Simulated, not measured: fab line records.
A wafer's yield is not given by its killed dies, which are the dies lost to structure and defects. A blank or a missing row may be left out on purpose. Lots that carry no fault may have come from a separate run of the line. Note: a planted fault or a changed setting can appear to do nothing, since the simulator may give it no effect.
Which tool was responsible? + flow nand_harc + 12 lots, 36 wafers sampled, at 1 step of a route of 1159

== WHAT EACH GAUGE READ, for each wafer ==
NHARC_P_GATE_OVL_MEAS_27.
| lot  | measured     | on         | overlay_x_nm (nm) | overlay_y_nm (nm) |
|------|--------------|------------|-------------------|-------------------|
| L760 | day 5 11:34  | overlay-01 | 0.4 1.4 1.1       | 0.9 1.4 0.7       |
| L759 | day 5 11:43  | overlay-02 | 0.1 0.4 -0.3      | -0.2 -0.1 -0.2    |
| L762 | day 5 23:03  | overlay-02 | -0.4 0.2 0.1      | 0.5 0.2 0.5       |
| L761 | day 5 23:53  | overlay-02 | 0.1 -0.5 -0.6     | 1.0 0.5 0.8       |
| L763 | day 6 13:40  | overlay-01 | 0.1 -0.6 -0.2     | -0.6 -0.9 -0.9    |
| L764 | day 6 17:47  | overlay-01 | -1.8 -1.7 -2.1    | 0.0 0.2 0.3       |
| L770 | day 8 10:21  | overlay-02 | 1.0 1.4 1.4       | 0.4 0.7 0.8       |
| L772 | day 8 17:20  | overlay-02 | 0.7 0.3 0.5       | 0.7 1.1 1.0       |
| L775 | day 9 05:26  | overlay-02 | -0.6 -1.0 -1.0    | 0.0 -0.5 0.2      |
| L774 | day 9 05:35  | overlay-01 | -0.1 -0.3 -0.2    | 1.9 1.8 1.8       |
| L776 | day 9 20:25  | overlay-02 | -0.2 0.0 0.3      | 0.2 -0.4 -0.6     |
| L779 | day 10 11:44 | overlay-01 | 0.3 -0.3 0.4      | -0.7 -0.3 0.1     |

== WHAT TOOL EACH LOT RAN ON (gives the tool, then ch and the chambers of the sampled wafers, and finally the start) ==
The record shows no process step preceding these readings.

== WHAT THE TOOLS THEMSELVES READ (means of the sampled wafers that have a number; where no wafer has one, the mark that the record gives instead) ==
The record holds no such reading with a usual standard deviation.

== THE ANSWER, worked out from the rows above alone ==
Rule: usual is defined by the lots themselves. Put in order of their means at a reading, lots are off if they are a third of the lots or fewer, leave a main group of 4 or more, and stand apart from it by a gap of 3 or more times the standard deviation of the main group's means; of several such gaps the widest counts. A main group is skipped when, at the precision printed for the reading in the tables above, its means are all equal. A lot without any number at a reading at which 4 lots or more have one is off too. The other lots that the step has rows for count as sound. Order of review: gauges by route order, followed by the tools' own readings, for which a lot's mean as printed above is used. The first step at which some lot is off is used, and at that step the reading that is off furthest; a lot without a number counts as furthest.
No lot is off on any of the readings shown, so nothing can be concluded from this.

== WHAT THE SIMULATOR HAD INSERTED ==
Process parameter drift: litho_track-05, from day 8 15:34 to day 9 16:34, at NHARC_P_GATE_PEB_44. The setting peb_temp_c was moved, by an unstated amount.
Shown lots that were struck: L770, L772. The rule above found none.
